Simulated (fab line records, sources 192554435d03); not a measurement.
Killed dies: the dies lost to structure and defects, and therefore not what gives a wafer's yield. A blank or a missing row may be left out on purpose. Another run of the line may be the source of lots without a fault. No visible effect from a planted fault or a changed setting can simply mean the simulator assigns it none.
fab line records | flow n5Finfet | part 1 of 2: steps 1 to 4 of 6
[record] lots = 24 | wafers = 72 | lastDay = 18
route steps=1938 shown BEOL_M5@1176 BEOL_M6@1194 BEOL_M7@1264
lots with no fault: from the same line, run without faults
startH: hours from the record's opening day to when the first of the lot's shown wafers began | waitH: time in hours since the lot's previous step | " same as the row above | L1.1+2: one row covering several wafers at once | - no value, or no start was given | * or withheld: withheld | < > ~ a bound
route shown NAME@n: a module of which the file shows steps, and the number in the route of the first | usual: mean and standard deviation over wafers with no fault | same: alike in all rows | chamber/n: place in a boat | sites: each site's reading | _std_site: the standard deviation of these | _edge_site: the outer-site mean with the inner-site mean subtracted | radiusMm: how far each site lies from the wafer's centre | mask NAME#n: copy n | behind: the last tool/chamber to shape the wafer | hold: cause of the lot's hold/its duration in hours/its outcome | device: the transistor (n, p or np) that didn't switch | end of line: the tests these same wafers got at the end of their route | where a step has no rows: the recipe by itself | killed: at the first sort, the dies lost to defects and structure; wafer yield is something else | map: shows each die of a wafer: x if killed, . if not, _ if none is there
set.NAME: the run value of the setting; set.NAME@STEP: its run value at that earlier step | model.NAME: the simulator's own value behind a step, which no gauge read
steps of the route over a sample of lots; a table a step, a row a wafer
services: from which hour (startH, from the record's first day; less than 0 if before it) a tool's chamber was out of use, for how many hours, and why
[[steps]]
[step N5_BEOL_M5_ANNEAL_49]
[recipe] tempC = 400 | timeS = 1800 | ambient = vacuum
[usual] heaterPowerW = 795/86
lot.wafer | tool          | chamber | startH | waitH | heaterPowerW
L074.2    | pvdSputter-03 | -       | 180.73 | 0.0   | 714
L074.3    | "             | -       | "      | "     | 788
L074.5    | "             | -       | "      | "     | 709
L075.1    | pvdSputter-01 | -       | 182.29 | 0.0   | 905
L075.5    | "             | -       | "      | "     | 723
L075.6    | "             | -       | "      | "     | 894
L076.1    | pvdSputter-03 | -       | 187.38 | 0.0   | 728
L076.3    | "             | -       | "      | "     | 785
L076.5    | "             | -       | "      | "     | 711
L077.2    | pvdSputter-03 | -       | 191.81 | 0.0   | 762
L077.5    | "             | -       | "      | "     | 814
L077.6    | "             | -       | "      | "     | 775
L078.3    | pvdSputter-03 | -       | 203.74 | 0.0   | 723
L078.5    | "             | -       | "      | "     | 715
L078.6    | "             | -       | "      | "     | 795
L079.2    | pvdSputter-03 | -       | 208.71 | 0.0   | 702
L079.5    | "             | -       | "      | "     | 774
L079.6    | "             | -       | "      | "     | 741
L081.1    | pvdSputter-02 | -       | 222.94 | 0.0   | 873
L081.4    | "             | -       | "      | "     | 742
L081.6    | "             | -       | "      | "     | 771
L080.2    | pvdSputter-01 | -       | 224.40 | 0.0   | 875
L080.3    | "             | -       | "      | "     | 881
L080.6    | "             | -       | "      | "     | 899
L082.1    | pvdSputter-01 | -       | 229.99 | 0.0   | 886
L082.2    | "             | -       | "      | "     | 708
L082.5    | "             | -       | "      | "     | 711
L083.2    | pvdSputter-01 | -       | 234.65 | 0.0   | 899
L083.5    | "             | -       | "      | "     | 704
L083.6    | "             | -       | "      | "     | 873
L084.1    | pvdSputter-01 | -       | 244.16 | 0.0   | 710
L084.5    | "             | -       | "      | "     | 867
L084.6    | "             | -       | "      | "     | 733
L085.2    | pvdSputter-03 | -       | 246.12 | 0.0   | 779
L085.3    | "             | -       | "      | "     | 797
L085.5    | "             | -       | "      | "     | 777
L086.1    | pvdSputter-03 | -       | 252.94 | 0.0   | 693
L086.5    | "             | -       | "      | "     | 701
L086.6    | "             | -       | "      | "     | 707
L087.2    | pvdSputter-03 | -       | 263.20 | 0.0   | 717
L087.3    | "             | -       | "      | "     | 778
L087.5    | "             | -       | "      | "     | 733
L089.1    | pvdSputter-01 | -       | 277.05 | 0.0   | 893
L089.2    | "             | -       | "      | "     | 901
L089.5    | "             | -       | "      | "     | 907
L091.1    | pvdSputter-02 | -       | 280.75 | 0.0   | 865
L091.2    | "             | -       | "      | "     | 831
L091.5    | "             | -       | "      | "     | 748
L090.1    | pvdSputter-01 | -       | 282.56 | 0.0   | 884
L090.3    | "             | -       | "      | "     | 719
L090.4    | "             | -       | "      | "     | 880
L088.1    | pvdSputter-02 | -       | 289.70 | 0.0   | 865
L088.3    | "             | -       | "      | "     | 1057
L088.5    | "             | -       | "      | "     | 749
L092.1    | pvdSputter-03 | -       | 292.02 | 0.0   | 699
L092.2    | "             | -       | "      | "     | 792
L092.3    | "             | -       | "      | "     | 777
L095.2    | pvdSputter-02 | -       | 302.58 | 0.0   | 842
L095.3    | "             | -       | "      | "     | 1048
L095.4    | "             | -       | "      | "     | 761
L094.2    | pvdSputter-01 | -       | 311.84 | 0.0   | 725
L094.4    | "             | -       | "      | "     | 713
L094.5    | "             | -       | "      | "     | 730
L093.1    | pvdSputter-02 | -       | 324.23 | 0.0   | 866
L093.4    | "             | -       | "      | "     | 761
L093.5    | "             | -       | "      | "     | 1040
L096.2    | pvdSputter-03 | -       | 331.45 | 0.0   | 792
L096.3    | "             | -       | "      | "     | 728
L096.6    | "             | -       | "      | "     | 717
L097.1    | pvdSputter-01 | -       | 350.28 | 0.0   | 709
L097.5    | "             | -       | "      | "     | 905
L097.6    | "             | -       | "      | "     | 864
[step N5_BEOL_M6_ILD_DEP_00]
[recipe] material = SiCOH_lowk | targetThkA = 1797.5 | tempC = 300 | precursor = DEMS/porogen | pressureTorr = 5 | rfW = 500 | timeS = 33.4
[usual] chamberPressureTorr = 5.000/0.01 | heaterPowerW = 312/34 | showerheadPlenumPTorr = 5.744/0.016 | throttleValvePct = 14.2/1.2
lot.wafer | tool     | chamber | startH | waitH | chamberPressureTorr | heaterPowerW | showerheadPlenumPTorr | throttleValvePct
L074.2    | pecvd-02 | 2       | 186.11 | 0.0   | 4.985               | 285          | 5.753                 | 14.3
L074.3    | "        | 0       | "      | "     | 5.018               | 335          | 5.717                 | 15.0
L074.5    | "        | 1       | "      | "     | 4.990               | 333          | 5.758                 | 14.1
L075.1    | pecvd-03 | 2       | 187.67 | 0.0   | 4.988               | 305          | 5.740                 | 13.2
L075.5    | "        | 1       | "      | "     | 4.995               | 280          | 5.768                 | 14.8
L075.6    | "        | 2       | "      | "     | 4.989               | 312          | 5.729                 | 13.2
L076.1    | pecvd-03 | 1       | 192.78 | 0.0   | 5.014               | 287          | 5.774                 | 14.6
L076.3    | "        | 2       | "      | "     | 5.007               | 308          | 5.741                 | 13.5
L076.5    | "        | 2       | "      | "     | 4.997               | 312          | 5.747                 | 13.4
L077.2    | pecvd-03 | 1       | 198.01 | 0.0   | 5.002               | 226          | 5.758                 | 14.7
L077.5    | "        | 0       | "      | "     | 4.992               | 298          | 5.751                 | 13.3
L077.6    | "        | 2       | "      | "     | 5.006               | 361          | 5.731                 | 13.3
L078.3    | pecvd-04 | 2       | 209.19 | 0.0   | 5.000               | 316          | 5.722                 | 12.4
L078.5    | "        | 1       | "      | "     | 5.004               | 326          | 5.739                 | 13.9
L078.6    | "        | 0       | "      | "     | 4.988               | 316          | 5.751                 | 17.1
L079.2    | pecvd-04 | 2       | 215.44 | 0.0   | 4.996               | 335          | 5.718                 | 12.8
L079.5    | "        | 2       | "      | "     | 5.006               | 349          | 5.721                 | 12.6
L079.6    | "        | 0       | "      | "     | 4.990               | 309          | 5.728                 | 17.2
L081.1    | pecvd-02 | 0       | 228.36 | 0.0   | 5.001               | 334          | 5.724                 | 15.2
L081.4    | "        | 0       | "      | "     | 5.003               | 347          | 5.722                 | 15.1
L081.6    | "        | 1       | "      | "     | 5.001               | 376          | 5.766                 | 14.1
L080.2    | pecvd-03 | 0       | 229.79 | 0.0   | 5.009               | 326          | 5.744                 | 13.4
L080.3    | "        | 2       | "      | "     | 4.997               | 342          | 5.726                 | 13.2
L080.6    | "        | 1       | "      | "     | 4.985               | 229          | 5.753                 | 14.7
L082.1    | pecvd-03 | 1       | 235.60 | 0.0   | 4.978               | 251          | 5.762                 | 14.5
L082.2    | "        | 2       | "      | "     | 4.987               | 378          | 5.734                 | 13.3
L082.5    | "        | 1       | "      | "     | 4.990               | 260          | 5.749                 | 14.8
L083.2    | pecvd-03 | 0       | 240.05 | 0.0   | 4.999               | 328          | 5.742                 | 13.5
L083.5    | "        | 1       | "      | "     | 5.026               | 281          | 5.775                 | 14.8
L083.6    | "        | 2       | "      | "     | 4.993               | 314          | 5.744                 | 13.5
L084.1    | pecvd-03 | 1       | 249.55 | 0.0   | 5.012               | 272          | 5.756                 | 14.6
L084.5    | "        | 0       | "      | "     | 5.009               | 324          | 5.761                 | 13.3
L084.6    | "        | 1       | "      | "     | 5.002               | 280          | 5.772                 | 14.9
L085.2    | pecvd-03 | 0       | 251.50 | 0.0   | 4.986               | 311          | 5.751                 | 13.9
L085.3    | "        | 2       | "      | "     | 5.003               | 339          | 5.737                 | 13.4
L085.5    | "        | 1       | "      | "     | 5.002               | 255          | 5.769                 | 14.8
L086.1    | pecvd-03 | 0       | 258.46 | 0.0   | 4.991               | 339          | 5.754                 | 13.7
L086.5    | "        | 0       | "      | "     | 5.007               | 342          | 5.746                 | 13.5
L086.6    | "        | 1       | "      | "     | 4.983               | 269          | 5.763                 | 14.8
L087.2    | pecvd-04 | 2       | 268.58 | 0.0   | 5.004               | 363          | 5.710                 | 13.1
L087.3    | "        | 0       | "      | "     | 4.999               | 315          | 5.743                 | 17.3
L087.5    | "        | 0       | "      | "     | 4.989               | 317          | 5.740                 | 17.3
L089.1    | pecvd-03 | 1       | 282.48 | 0.0   | 5.027               | 225          | 5.769                 | 15.2
L089.2    | "        | 2       | "      | "     | 5.006               | 315          | 5.732                 | 13.6
L089.5    | "        | 1       | "      | "     | 4.996               | 240          | 5.776                 | 15.0
L091.1    | pecvd-04 | 1       | 286.18 | 0.0   | 4.997               | 292          | 5.746                 | 14.3
L091.2    | "        | 2       | "      | "     | 4.991               | 347          | 5.719                 | 13.1
L091.5    | "        | 2       | "      | "     | 4.978               | 361          | 5.710                 | 13.0
L090.1    | pecvd-03 | 2       | 287.94 | 0.0   | 5.005               | 374          | 5.745                 | 13.7
L090.3    | "        | 0       | "      | "     | 5.001               | 309          | 5.758                 | 13.5
L090.4    | "        | 0       | "      | "     | 5.000               | 320          | 5.748                 | 13.4
L088.1    | pecvd-04 | 2       | 295.14 | 0.0   | 5.001               | 333          | 5.728                 | 13.0
L088.3    | "        | 1       | "      | "     | 4.997               | 295          | 5.736                 | 13.9
L088.5    | "        | 1       | "      | "     | 4.998               | 306          | 5.743                 | 14.0
L092.1    | pecvd-04 | 1       | 298.01 | 0.0   | 5.008               | 318          | 5.753                 | 13.8
L092.2    | "        | 0       | "      | "     | 4.999               | 290          | 5.735                 | 17.3
L092.3    | "        | 2       | "      | "     | 4.994               | 313          | 5.708                 | 13.0
L095.2    | pecvd-03 | 1       | 308.01 | 0.0   | 4.997               | 252          | 5.757                 | 14.6
L095.3    | "        | 0       | "      | "     | 5.011               | 316          | 5.733                 | 13.4
L095.4    | "        | 2       | "      | "     | 4.997               | 311          | 5.727                 | 13.3
L094.2    | pecvd-02 | 1       | 317.23 | 0.0   | 4.982               | 309          | 5.761                 | 13.9
L094.4    | "        | 1       | "      | "     | 5.004               | 317          | 5.758                 | 14.3
L094.5    | "        | 2       | "      | "     | 4.975               | 299          | 5.747                 | 14.6
L093.1    | pecvd-03 | 1       | 329.65 | 0.0   | 4.989               | 274          | 5.773                 | 14.6
L093.4    | "        | 2       | "      | "     | 5.009               | 367          | 5.725                 | 13.8
L093.5    | "        | 0       | "      | "     | 5.016               | 289          | 5.754                 | 13.6
L096.2    | pecvd-03 | 2       | 337.19 | 0.0   | 5.004               | 312          | 5.724                 | 13.5
L096.3    | "        | 2       | "      | "     | 4.994               | 314          | 5.724                 | 13.8
L096.6    | "        | 2       | "      | "     | 4.991               | 322          | 5.741                 | 13.6
L097.1    | pecvd-04 | 1       | 355.85 | 0.0   | 4.995               | 297          | 5.745                 | 14.1
L097.5    | "        | 0       | "      | "     | 5.004               | 306          | 5.745                 | 17.4
L097.6    | "        | 1       | "      | "     | 4.997               | 304          | 5.720                 | 13.9
[step N5_BEOL_M6_PECVD_70]
[recipe] material = SiO2 | targetThkA = 200 | tempC = 400 | precursor = TEOS/O2 | pressureTorr = 5.5 | rfW = 450 | teosFlowSccm = 53.8 | gas = O2 | flowSccm = 3000 | timeS = 22.7
[usual] chamberPressureTorr = 5.499/0.012 | heaterPowerW = 733/62 | showerheadPlenumPTorr = 8.81/0.064 | throttleValvePct = 22.9/1.5
lot.wafer | tool     | chamber | startH | waitH | chamberPressureTorr | heaterPowerW | showerheadPlenumPTorr | throttleValvePct
L074.2    | pecvd-03 | 1       | 186.73 | 0.0   | 5.493               | 664          | 8.91                  | 23.9
L074.3    | "        | 0       | "      | "     | 5.500               | 627          | 8.86                  | 21.9
L074.5    | "        | 0       | "      | "     | 5.501               | 635          | 8.83                  | 21.8
L075.1    | pecvd-03 | 0       | 188.29 | 0.0   | 5.481               | 702          | 8.84                  | 21.7
L075.5    | "        | 2       | "      | "     | 5.505               | 845          | 8.80                  | 21.5
L075.6    | "        | 0       | "      | "     | 5.507               | 677          | 8.84                  | 21.9
L076.1    | pecvd-03 | 2       | 193.39 | 0.0   | 5.508               | 740          | 8.76                  | 21.6
L076.3    | "        | 0       | "      | "     | 5.507               | 711          | 8.84                  | 21.9
L076.5    | "        | 0       | "      | "     | 5.507               | 718          | 8.83                  | 21.9
L077.2    | pecvd-04 | 1       | 198.63 | 0.0   | 5.507               | 749          | 8.80                  | 22.8
L077.5    | "        | 1       | "      | "     | 5.488               | 722          | 8.80                  | 22.9
L077.6    | "        | 2       | "      | "     | 5.497               | 812          | 8.68                  | 20.8
L078.3    | pecvd-03 | 0       | 209.80 | 0.0   | 5.486               | 673          | 8.83                  | 21.5
L078.5    | "        | 2       | "      | "     | 5.505               | 754          | 8.75                  | 21.4
L078.6    | "        | 0       | "      | "     | 5.497               | 668          | 8.83                  | 21.8
L079.2    | pecvd-03 | 2       | 216.05 | 0.0   | 5.500               | 773          | 8.77                  | 21.3
L079.5    | "        | 2       | "      | "     | 5.483               | 757          | 8.74                  | 21.6
L079.6    | "        | 1       | "      | "     | 5.484               | 683          | 8.90                  | 23.9
L081.1    | pecvd-02 | 0       | 228.99 | 0.0   | 5.506               | 729          | 8.71                  | 24.6
L081.4    | "        | 1       | "      | "     | 5.496               | 832          | 8.85                  | 22.5
L081.6    | "        | 0       | "      | "     | 5.486               | 715          | 8.71                  | 24.7
L080.2    | pecvd-02 | 0       | 230.88 | 0.0   | 5.502               | 645          | 8.71                  | 24.4
L080.3    | "        | 2       | "      | "     | 5.529               | 656          | 8.82                  | 22.8
L080.6    | "        | 0       | "      | "     | 5.499               | 666          | 8.72                  | 24.5
L082.1    | pecvd-02 | 0       | 236.21 | 0.0   | 5.521               | 808          | 8.73                  | 24.7
L082.2    | "        | 1       | "      | "     | 5.504               | 767          | 8.85                  | 22.6
L082.5    | "        | 1       | "      | "     | 5.499               | 784          | 8.85                  | 22.6
L083.2    | pecvd-03 | 1       | 240.67 | 0.0   | 5.494               | 706          | 8.88                  | 23.9
L083.5    | "        | 2       | "      | "     | 5.502               | 769          | 8.76                  | 21.7
L083.6    | "        | 1       | "      | "     | 5.505               | 699          | 8.90                  | 23.9
L084.1    | pecvd-04 | 1       | 250.16 | 0.0   | 5.494               | 732          | 8.77                  | 22.6
L084.5    | "        | 1       | "      | "     | 5.482               | 756          | 8.79                  | 22.7
L084.6    | "        | 2       | "      | "     | 5.507               | 738          | 8.70                  | 20.7
L085.2    | pecvd-04 | 0       | 252.64 | 0.0   | 5.490               | 695          | 8.76                  | 27.9
L085.3    | "        | 1       | "      | "     | 5.494               | 745          | 8.77                  | 22.6
L085.5    | "        | 2       | "      | "     | 5.489               | 786          | 8.68                  | 20.8
L086.1    | pecvd-03 | 0       | 259.56 | 0.0   | 5.489               | 663          | 8.86                  | 21.8
L086.5    | "        | 0       | "      | "     | 5.481               | 635          | 8.85                  | 21.8
L086.6    | "        | 1       | "      | "     | 5.516               | 649          | 8.90                  | 23.9
L087.2    | pecvd-03 | 1       | 270.08 | 0.0   | 5.499               | 571          | 8.88                  | 23.8
L087.3    | "        | 2       | "      | "     | 5.497               | 793          | 8.77                  | 21.7
L087.5    | "        | 1       | "      | "     | 5.500               | 594          | 8.90                  | 24.1
L089.1    | pecvd-04 | 0       | 283.11 | 0.0   | 5.494               | 689          | 8.79                  | 27.9
L089.2    | "        | 2       | "      | "     | 5.492               | 819          | 8.67                  | 21.1
L089.5    | "        | 1       | "      | "     | 5.499               | 676          | 8.77                  | 22.6
L091.1    | pecvd-02 | 1       | 286.79 | 0.0   | 5.480               | 836          | 8.86                  | 22.4
L091.2    | "        | 0       | "      | "     | 5.510               | 739          | 8.76                  | 24.7
L091.5    | "        | 0       | "      | "     | 5.506               | 741          | 8.72                  | 24.4
L090.1    | pecvd-03 | 2       | 288.56 | 0.0   | 5.479               | 780          | 8.76                  | 21.6
L090.3    | "        | 1       | "      | "     | 5.491               | 654          | 8.90                  | 23.8
L090.4    | "        | 0       | "      | "     | 5.502               | 662          | 8.81                  | 21.8
L088.1    | pecvd-03 | 2       | 295.75 | 0.0   | 5.491               | 795          | 8.78                  | 21.6
L088.3    | "        | 1       | "      | "     | 5.512               | 694          | 8.90                  | 24.1
L088.5    | "        | 1       | "      | "     | 5.510               | 696          | 8.89                  | 24.1
L092.1    | pecvd-02 | 1       | 298.62 | 0.0   | 5.490               | 841          | 8.84                  | 22.4
L092.2    | "        | 2       | "      | "     | 5.507               | 713          | 8.83                  | 23.0
L092.3    | "        | 0       | "      | "     | 5.486               | 693          | 8.72                  | 24.4
L095.2    | pecvd-02 | 1       | 308.62 | 0.0   | 5.509               | 855          | 8.86                  | 22.6
L095.3    | "        | 0       | "      | "     | 5.496               | 709          | 8.71                  | 24.4
L095.4    | "        | 1       | "      | "     | 5.497               | 820          | 8.82                  | 22.6
L094.2    | pecvd-02 | 2       | 317.87 | 0.0   | 5.516               | 624          | 8.83                  | 23.3
L094.4    | "        | 0       | "      | "     | 5.528               | 732          | 8.69                  | 24.5
L094.5    | "        | 1       | "      | "     | 5.502               | 798          | 8.85                  | 22.8
L093.1    | pecvd-02 | 1       | 330.31 | 0.0   | 5.493               | 736          | 8.85                  | 22.6
L093.4    | "        | 1       | "      | "     | 5.492               | 736          | 8.86                  | 22.7
L093.5    | "        | 2       | "      | "     | 5.506               | 673          | 8.85                  | 23.1
L096.2    | pecvd-02 | 1       | 337.83 | 0.0   | 5.506               | 825          | 8.87                  | 22.7
L096.3    | "        | 2       | "      | "     | 5.495               | 723          | 8.84                  | 22.9
L096.6    | "        | 1       | "      | "     | 5.500               | 836          | 8.84                  | 22.6
L097.1    | pecvd-02 | 0       | 356.46 | 0.0   | 5.499               | 670          | 8.71                  | 20.6
L097.5    | "        | 1       | "      | "     | 5.489               | 722          | 8.85                  | 22.3
L097.6    | "        | 0       | "      | "     | 5.511               | 703          | 8.73                  | 20.4
[step N5_BEOL_M6_STRIP_36]
[recipe] chemistry = N2/H2 | powerW = 450 | tempC = 40 | pressureMtorr = 20 | rfFrequencyHz = 6e+07 | overashFraction = 0.3 | biasPowerW = 7 | h2Frac = 0.5 | n2FlowSccm = 200 | h2FlowSccm = 200
[usual] drypumpMotorCurrentA = 5.6/0.52 | h2FlowSccm = 200.0/0.64 | oesProductAu = 0.84/0.086 | rfVppV = 59.4/1.4 | showerheadPlenumPTorr = 2.54/0.1 | throttleValvePct = 23.57/0.21
lot.wafer | tool       | chamber | startH | waitH | drypumpMotorCurrentA | h2FlowSccm | oesProductAu | rfHoursCounterH | rfVppV | showerheadPlenumPTorr | throttleValvePct
L074.2    | rieDiel-01 | 0       | 189.93 | 0.0   | 6.0                  | 199.5      | 0.76         | 127             | 59.6   | 2.54                  | 23.57
L074.3    | "          | 2       | "      | "     | 5.1                  | 200.5      | 0.99         | 2               | 59.6   | 2.49                  | 23.14
L074.5    | "          | 2       | "      | "     | 5.1                  | 200.1      | 0.98         | -               | 57.8   | 2.49                  | 23.18
L075.1    | rieDiel-02 | 0       | 195.73 | 0.0   | 5.6                  | 201.1      | 0.72         | 192             | 58.7   | 2.42                  | 23.92
L075.5    | "          | 0       | "      | "     | 5.6                  | 201.4      | 0.73         | -               | 59.6   | 2.42                  | 23.90
L075.6    | "          | 3       | "      | "     | 6.5                  | 200.6      | 0.69         | -               | 59.3   | 2.43                  | 23.77
L076.1    | rieDiel-06 | 3       | 199.52 | 0.0   | 5.2                  | 199.6      | 0.89         | 24              | 59.9   | 2.49                  | 23.31
L076.3    | "          | 2       | "      | "     | 5.5                  | 201.1      | 0.85         | 67              | 59.2   | 2.58                  | 23.74
L076.5    | "          | 1       | "      | "     | 4.9                  | 201.5      | 0.79         | -               | 60.7   | 2.54                  | 23.43
L077.2    | rieDiel-06 | 3       | 201.95 | 0.0   | 5.3                  | 201.1      | 0.91         | 24              | 60.6   | 2.49                  | 23.34
L077.5    | "          | 1       | "      | "     | 5.0                  | 199.9      | 0.80         | -               | 60.5   | 2.54                  | 23.40
L077.6    | "          | 0       | "      | "     | 5.6                  | 199.7      | 0.96         | -               | 59.2   | 2.71                  | 23.71
L078.3    | rieDiel-06 | 1       | 212.51 | 0.0   | 5.0                  | 200.6      | 0.78         | 133             | 59.5   | 2.54                  | 23.41
L078.5    | "          | 0       | "      | "     | 5.5                  | 198.9      | 0.94         | -               | 60.8   | 2.71                  | 23.68
L078.6    | "          | 1       | "      | "     | 4.9                  | 199.4      | 0.79         | -               | 61.2   | 2.54                  | 23.41
L079.2    | rieDiel-01 | 3       | 219.68 | 0.0   | 6.1                  | 201.4      | 0.89         | 30              | 60.1   | 2.49                  | 23.51
L079.5    | "          | 0       | "      | "     | 6.0                  | 199.8      | 0.76         | -               | 58.2   | 2.53                  | 23.58
L079.6    | "          | 1       | "      | "     | 6.7                  | 199.2      | 0.91         | -               | 59.8   | 2.48                  | 23.70
L081.1    | rieDiel-01 | 3       | 233.81 | 0.0   | 6.1                  | 200.3      | 0.88         | 34              | 57.2   | 2.48                  | 23.52
L081.4    | "          | 2       | "      | "     | 5.2                  | 200.7      | 0.94         | -               | 59.1   | 2.48                  | 23.17
L081.6    | "          | 3       | "      | "     | 6.1                  | 200.0      | 0.88         | -               | 57.6   | 2.48                  | 23.53
L080.2    | rieDiel-06 | 3       | 238.47 | 0.0   | 5.3                  | 201.0      | 0.89         | 36              | 58.9   | 2.48                  | 23.33
L080.3    | "          | 1       | "      | "     | 4.9                  | 200.3      | 0.78         | 141             | 57.4   | 2.54                  | 23.42
L080.6    | "          | 1       | "      | "     | 4.9                  | 200.3      | 0.78         | -               | 61.2   | 2.54                  | 23.44
L082.1    | rieDiel-01 | 3       | 241.85 | 0.0   | 6.1                  | 200.7      | 0.87         | 36              | 59.8   | 2.48                  | 23.50
L082.2    | "          | 1       | "      | "     | 6.7                  | 198.7      | 0.90         | 27              | 59.1   | 2.48                  | 23.68
L082.5    | "          | 2       | "      | "     | 5.2                  | 201.0      | 0.94         | -               | 59.2   | 2.48                  | 23.19
L083.2    | rieDiel-02 | 2       | 246.66 | 0.0   | 5.4                  | 199.5      | 0.89         | 33              | 62.3   | 2.71                  | 23.54
L083.5    | "          | 2       | "      | "     | 5.4                  | 200.2      | 0.90         | -               | 60.8   | 2.71                  | 23.56
L083.6    | "          | 3       | "      | "     | 6.5                  | 201.3      | 0.67         | -               | 61.6   | 2.42                  | 23.76
L084.1    | rieDiel-02 | 3       | 254.31 | 0.0   | 6.5                  | 199.4      | 0.67         | 238             | 59.7   | 2.42                  | 23.76
L084.5    | "          | 1       | "      | "     | 5.4                  | 198.8      | 0.98         | -               | 60.6   | 2.69                  | 23.26
L084.6    | "          | 0       | "      | "     | 5.6                  | 200.3      | 0.71         | -               | 60.5   | 2.41                  | 23.89
L085.2    | rieDiel-06 | 1       | 257.41 | 0.0   | 4.9                  | 199.4      | 0.77         | 147             | 58.5   | 2.54                  | 23.46
L085.3    | "          | 0       | "      | "     | 5.5                  | 199.5      | 0.91         | 30              | 58.5   | 2.71                  | 23.69
L085.5    | "          | 3       | "      | "     | 5.3                  | 199.1      | 0.88         | -               | 60.3   | 2.48                  | 23.35
L086.1    | rieDiel-01 | 0       | 266.43 | 0.0   | 6.0                  | 200.2      | 0.74         | 151             | 60.4   | 2.53                  | 23.58
L086.5    | "          | 2       | "      | "     | 5.1                  | 200.0      | 0.91         | -               | 60.8   | 2.48                  | 23.20
L086.6    | "          | 3       | "      | "     | 6.1                  | 200.5      | 0.87         | -               | 57.5   | 2.48                  | 23.56
L087.2    | rieDiel-01 | 0       | 276.10 | 0.0   | 6.0                  | 200.2      | 0.74         | 154             | 61.2   | 2.53                  | 23.60
L087.3    | "          | 3       | "      | "     | 6.1                  | 199.9      | 0.86         | 47              | 59.1   | 2.48                  | 23.52
L087.5    | "          | 0       | "      | "     | 6.0                  | 201.0      | 0.75         | -               | 58.2   | 2.53                  | 23.57
L089.1    | rieDiel-02 | 3       | 287.78 | 0.0   | 6.6                  | 200.2      | 0.66         | 251             | 57.5   | 2.42                  | 23.80
L089.2    | "          | 0       | "      | "     | 5.6                  | 199.5      | 0.69         | 226             | 57.8   | 2.40                  | 23.95
L089.5    | "          | 2       | "      | "     | 5.5                  | 199.6      | 0.87         | -               | 59.8   | 2.70                  | 23.58
L091.1    | rieDiel-02 | 2       | 290.18 | 0.0   | 5.4                  | 199.2      | 0.88         | 49              | 61.2   | 2.70                  | 23.57
L091.2    | "          | 0       | "      | "     | 5.6                  | 200.6      | 0.69         | 227             | 60.4   | 2.40                  | 23.92
L091.5    | "          | 1       | "      | "     | 5.4                  | 200.0      | 0.94         | -               | 59.1   | 2.69                  | 23.29
L090.1    | rieDiel-06 | 0       | 293.79 | 0.0   | 5.6                  | 199.6      | 0.87         | 42              | 61.0   | 2.70                  | 23.72
L090.3    | "          | 2       | "      | "     | 5.5                  | 200.1      | 0.80         | 95              | 61.6   | 2.56                  | 23.73
L090.4    | "          | 1       | "      | "     | 4.9                  | 198.8      | 0.77         | 159             | 62.1   | 2.53                  | 23.44
L088.1    | rieDiel-06 | 3       | 300.53 | 0.0   | 5.3                  | 201.1      | 0.85         | 57              | 57.4   | 2.47                  | 23.35
L088.3    | "          | 1       | "      | "     | 4.9                  | 199.9      | 0.76         | 161             | 61.0   | 2.53                  | 23.49
L088.5    | "          | 3       | "      | "     | 5.3                  | 200.1      | 0.86         | -               | 59.5   | 2.47                  | 23.37
L092.1    | rieDiel-06 | 1       | 305.15 | 0.0   | 4.9                  | 199.8      | 0.76         | 162             | 58.9   | 2.53                  | 23.44
L092.2    | "          | 3       | "      | "     | 5.3                  | 200.4      | 0.85         | 58              | 59.4   | 2.47                  | 23.36
L092.3    | "          | 0       | "      | "     | 5.5                  | 199.4      | 0.89         | 45              | 60.7   | 2.70                  | 23.73
L095.2    | rieDiel-01 | 3       | 312.33 | 0.0   | 6.1                  | 199.6      | 0.84         | 60              | 59.1   | 2.47                  | 23.56
L095.3    | "          | 0       | "      | "     | 6.0                  | 198.6      | 0.74         | 167             | 61.6   | 2.52                  | 23.59
L095.4    | "          | 2       | "      | "     | 5.2                  | 200.9      | 0.89         | 48              | 59.5   | 2.47                  | 23.25
L094.2    | rieDiel-02 | 0       | 321.52 | 0.0   | 5.6                  | 200.3      | 0.69         | 241             | 59.6   | 2.40                  | 23.97
L094.4    | "          | 2       | "      | "     | 5.4                  | 198.9      | 0.88         | 64              | 60.9   | 2.69                  | 23.61
L094.5    | "          | 0       | "      | "     | 5.6                  | 200.2      | 0.68         | -               | 59.4   | 2.40                  | 23.97
L093.1    | rieDiel-01 | 1       | 336.23 | 0.0   | 6.7                  | 200.2      | 0.85         | 63              | 59.6   | 2.47                  | 23.74
L093.4    | "          | 0       | "      | "     | 6.0                  | 200.2      | 0.74         | 176             | 58.8   | 2.52                  | 23.59
L093.5    | "          | 3       | "      | "     | 6.1                  | 201.1      | 0.84         | -               | 57.1   | 2.47                  | 23.57
L096.2    | rieDiel-02 | 0       | 340.16 | 0.0   | 5.6                  | 199.6      | 0.68         | 246             | 58.8   | 2.39                  | 23.97
L096.3    | "          | 2       | "      | "     | 5.5                  | 199.9      | 0.84         | 69              | 56.9   | 2.69                  | 23.58
L096.6    | "          | 1       | "      | "     | 5.4                  | 200.6      | 0.90         | -               | 59.5   | 2.68                  | 23.28
L097.1    | rieDiel-06 | 0       | 361.77 | 0.0   | 5.5                  | 200.5      | 0.86         | 65              | 60.1   | 2.69                  | 23.75
L097.5    | "          | 3       | "      | "     | 5.3                  | 198.9      | 0.83         | -               | 60.1   | 2.46                  | 23.41
L097.6    | "          | 0       | "      | "     | 5.6                  | 200.1      | 0.86         | -               | 60.1   | 2.69                  | 23.75
